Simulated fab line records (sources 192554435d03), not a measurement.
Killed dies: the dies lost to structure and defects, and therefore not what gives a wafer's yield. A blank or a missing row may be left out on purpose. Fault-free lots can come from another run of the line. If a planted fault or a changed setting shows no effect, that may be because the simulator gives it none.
A struck lot beside a sound one	flow n5Finfet	37 steps out of a route of 1938
Sound: these wafers, L997.1, L997.4, L997.5. Struck: wafer L993.4. (L993.2 of the same lot was not struck and is left out.) The cause comes at the end.
For every step that has rows: the tool of each side, followed by ch and its chambers, followed by its first start. Under that, the readings that differ: sound wafers	struck wafers	difference of the means	sigmas: that difference in standard deviations of wafers without a fault.
alike: a reading whose means differ by less than 2 such deviations, as well as words and numbers matching on both sides. not compared: withheld readings; readings where some wafer has no value; bounds like >300 that might hide an equal value; numbers whose values overlap and for which the record gives no deviation.
A row with sigmas, a row that says differs or no value, or rows on one side alone: a step with any of these is where the two part. Numbers that have no deviation but don't overlap get no sigmas and don't part them. A reading missing from all wafers of one side parts the sides only when that side holds two or more wafers.

first, 8 steps without rows for these wafers: N5_BEOL_M3_ECD_50 (material Cu, target thk 300 nm); N5_BEOL_M3_ANNEAL_51 (time 90 s); N5_BEOL_M3_CMP_52 (polishes, stops on SiOC, t overpolish 6.8 s, target thk 40 nm); N5_BEOL_M3_PRE_CLEAN_60 (time 15 s); N5_BEOL_M3_CO_CAP_55 (material Co, precursor CCTBA/H2, target thk 2 nm, time 102.1 s); N5_BEOL_M3_PRE_CLEAN_56 (time 15 s); N5_BEOL_M3_DEP_57 (deposits SiCN from 3MS/NH3, target thk 8 nm, time 14 s); N5_BEOL_M4_ILD_DEP_00 (deposits SiOC from DEMS/O2, target thk 79 nm, time 15.3 s).
N5_BEOL_M4_PECVD_72: deposits SiO2 from TEOS/O2, target thk 16 nm, time 18 s.
  sound on pecvd-03 ch 0,1, day 11 06:10; struck on pecvd-04 ch 0, day 10 15:55
reading	sound	struck	difference	sigmas
model.SiO2_of_BEOL_M4_PECVD_72.thkNm (nm)	16 16.2 16.4	8.8	-7.4	
  alike: heaterPowerW, showerheadPlenumPTorr, showerheadVppV, throttleValvePct
then, 25 steps without rows for these wafers: N5_BEOL_M4_HM_DEP_02 (deposits TiN, target thk 20 nm); N5_BEOL_M4_COAT_61 (time 60 s, resist thk 60 nm); N5_BEOL_M4_COAT_62 (time 60 s, resist thk 12 nm); N5_BEOL_M4_COAT_73 (time 60 s, resist thk 5 nm); N5_BEOL_M4_COAT_05 (resist thk 30 nm); N5_BEOL_M4_EBR_07; N5_BEOL_M4_SOFTBAKE_06 (time 60 s); N5_BEOL_M4_EXPOSE_08 (exposes mask M4); N5_BEOL_M4_PEB_09 (peb time 60 s); N5_BEOL_M4_DEVELOP_10 (develop time 30 s); N5_BEOL_M4_DESCUM_16 (chemistry O2, time 7 s); N5_BEOL_M4_ETCH_74 (etches underlayer in N2/H2, target depth 6.5 nm, time 5.2 s); N5_BEOL_M4_ETCH_63 (etches SiARC in CF4, target depth 15.6 nm, time 26 s); N5_BEOL_M4_ETCH_64 (etches SOC in N2/H2, target depth 75 nm, overetch 22.5 nm, time 121.9 s); N5_BEOL_M4_STRIP_65 (strips in N2/H2); N5_BEOL_M4_STRIP_75 (strips in N2/H2); N5_BEOL_M4_STRIP_66 (strips in CF4); N5_BEOL_M4_HM_OPEN_17 (chemistry Cl2/BCl3, target TiN, target depth 20 nm, overetch 6 nm); N5_BEOL_M4_STRIP_19 (strips in O2); N5_BEOL_M4_COAT_67 (time 60 s, resist thk 60 nm); N5_BEOL_M4_COAT_68 (time 60 s, resist thk 12 nm); N5_BEOL_M4_COAT_76 (time 60 s, resist thk 5 nm); N5_BEOL_M4_COAT_22 (resist thk 30 nm); N5_BEOL_M4_EBR_24; N5_BEOL_M4_SOFTBAKE_23 (time 60 s).
N5_BEOL_M4_HM_STRIP_39: strips TiN in peroxide tin strip, target depth 25 nm, time 158 s.
  sound on wetBench-05 ch 2,5,6, day 11 21:32; struck on wetBench-05 ch 4, day 11 02:14
reading	sound	struck	difference	sigmas
model.SiO2_of_BEOL_M4_PECVD_72.thkNm (nm)	16 16 16.2	8.6	-7.5	
N5_BEOL_M4_CMP_52: polishes, stops on SiOC, t overpolish 6.8 s, target thk 40 nm.
  sound on cmp-03 ch 1,3, day 12 00:52; struck on cmp-01 ch 0, day 11 05:43
reading	sound	struck	difference	sigmas
barrierFieldEndpointS (s)	24.8 24.8 25.4	15.8	-9.2	-15
  alike: headPressurePsi, motorCurrentA
N5_BEOL_M4_RC_MEAS_101:
  sound on prober-01 ch 0, day 12 01:26; struck on prober-02 ch 0, day 11 06:29
  alike: DIBL_N, DIBL_P, IOFF_N, IOFF_P, ION_N, ION_P, SS_N, SS_P, VT_N, VT_P

== WHERE THEY PART ==
N5_BEOL_M4_CMP_52 only, going by this record. Later steps at which nothing parts them and some readings are alike: N5_BEOL_M4_RC_MEAS_101.

WHY: the cause the simulator had injected
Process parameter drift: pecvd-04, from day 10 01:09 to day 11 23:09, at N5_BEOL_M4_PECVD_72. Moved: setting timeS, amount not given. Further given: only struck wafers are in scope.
